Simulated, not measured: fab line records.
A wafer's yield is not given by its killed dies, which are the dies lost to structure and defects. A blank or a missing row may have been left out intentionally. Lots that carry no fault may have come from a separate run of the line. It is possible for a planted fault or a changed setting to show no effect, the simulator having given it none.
Problem report, 8D (eight disciplines) form, completed by code -- flow n5_finfet -- the parts of the form that need people (team, actions taken, sign-off) are left out

## 1. PROBLEM STATEMENT
Wafers without a fault read 34, standard deviation 9.1; killed_at_M0_to_M3 at N5_PASSIVATION_PROBE_49 reads a mean of 112 on 6 wafers belonging to 2 lots. Relative to the usual mean, that is a shift of +8.6 standard deviations.
Earliest sighting: wafer L193.1 on prober-01 at day 17 13:56. The record has a number at this step for 15 wafers belonging to 5 lots. By rule, "out" or "out of limits" means more than 4 standard deviations away from the usual mean. All remaining wafers that have a number are taken as sound.

## 2. WHAT THIS IS AND IS NOT
question,is,is not
which readings at this step,killed_at_M0_to_M3,"killed_at_M4_up, killed_at_contacts, killed_at_front_end, killed_short, sort_bin_8_speed"
which lots,"L192, L193","L184, L187, L202"
which wafers of those lots,all that have a number,-
read on which tools,"prober-01, prober-02",-
when,from day 17 13:56,up to then (6 sound wafers); but 3 sound wafers of L202 came after

## 3. SUSPECTS, AND WHAT RULES EACH OUT
Counting: a tool stays on the suspect list if, at a process step up to the reading, it processed all lots that are out and no sound lot following the first of them.
- rie_diel-02 at N5_BEOL_M3_STRIP_97 (strips in N2/H2, time 10 s): kept. It processed each lot that is out, first L193 at day 11 19:28, and no sound lot thereafter; up to then, the last sound lot it processed was L187 at day 9 15:55.
- rie_metal-01 at N5_PASSIVATION_ETCH_59 (etches TaN in Cl2/BCl3, target depth 65 nm, time 34.9 s): ruled out as a lasting fault. After its first lot that is out, L193 (day 17 09:29), sound lots L202 ran on it.
After counting, what remains is rie_diel-02 at N5_BEOL_M3_STRIP_97.

## 4. THE CAUSE (what the simulator had put in)
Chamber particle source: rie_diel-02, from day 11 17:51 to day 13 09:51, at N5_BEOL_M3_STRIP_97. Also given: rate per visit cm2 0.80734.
The count eliminated every tool but this one.

## 5. THE CHAIN OF EFFECTS, in route order
Each row: a reading where the mean over the struck wafers with a number is more than 3 standard deviations away from the usual. Only readings whose record carries a usual standard deviation are examined. hours: median over the lots of the time between each lot's start at the first step of this table that gives one and its start at this step. sigmas: the change, counted in usual standard deviations.
hours,step,reading,usual,on struck wafers,change,sigmas
0,N5_PASSIVATION_PROBE_49,defect_limited_yield,91.3 %,85.5,-5.8,-4.4
0,N5_PASSIVATION_PROBE_49,killed_at_M0_to_M3,34,112,+78,+8.6
0,N5_PASSIVATION_PROBE_49,killed_dies,102,171,+69,+4.3
0,N5_PASSIVATION_PROBE_49,killed_on_rim,13,31,+18,+4.4
0,N5_PASSIVATION_PROBE_49,sort_bin_5_function,5.2 %,8.7,+3.5,+3.9
0,N5_PASSIVATION_PROBE_49,sort_n_pass,1078,1009,-69,-4.3
0,N5_PASSIVATION_PROBE_49,sort_yield_pct,91.3 %,85.5,-5.8,-4.4
It contains these process steps:
- N5_PASSIVATION_PROBE_49

## 6. HOW IT WOULD HAVE BEEN CAUGHT EARLIER
140 hours passed between the start of the fault at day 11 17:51 and the first reading out of limits in this record, taken at day 17 13:56.
No tool reading at N5_BEOL_M3_STRIP_97 that has a usual standard deviation in the record was out on any struck wafer, so an alarm limit of 4 standard deviations on those readings would not have fired.
By day 17 13:56, every lot that is out (2) had started N5_BEOL_M3_STRIP_97 on rie_diel-02. Tool hold at that time: it would have spared none of them.
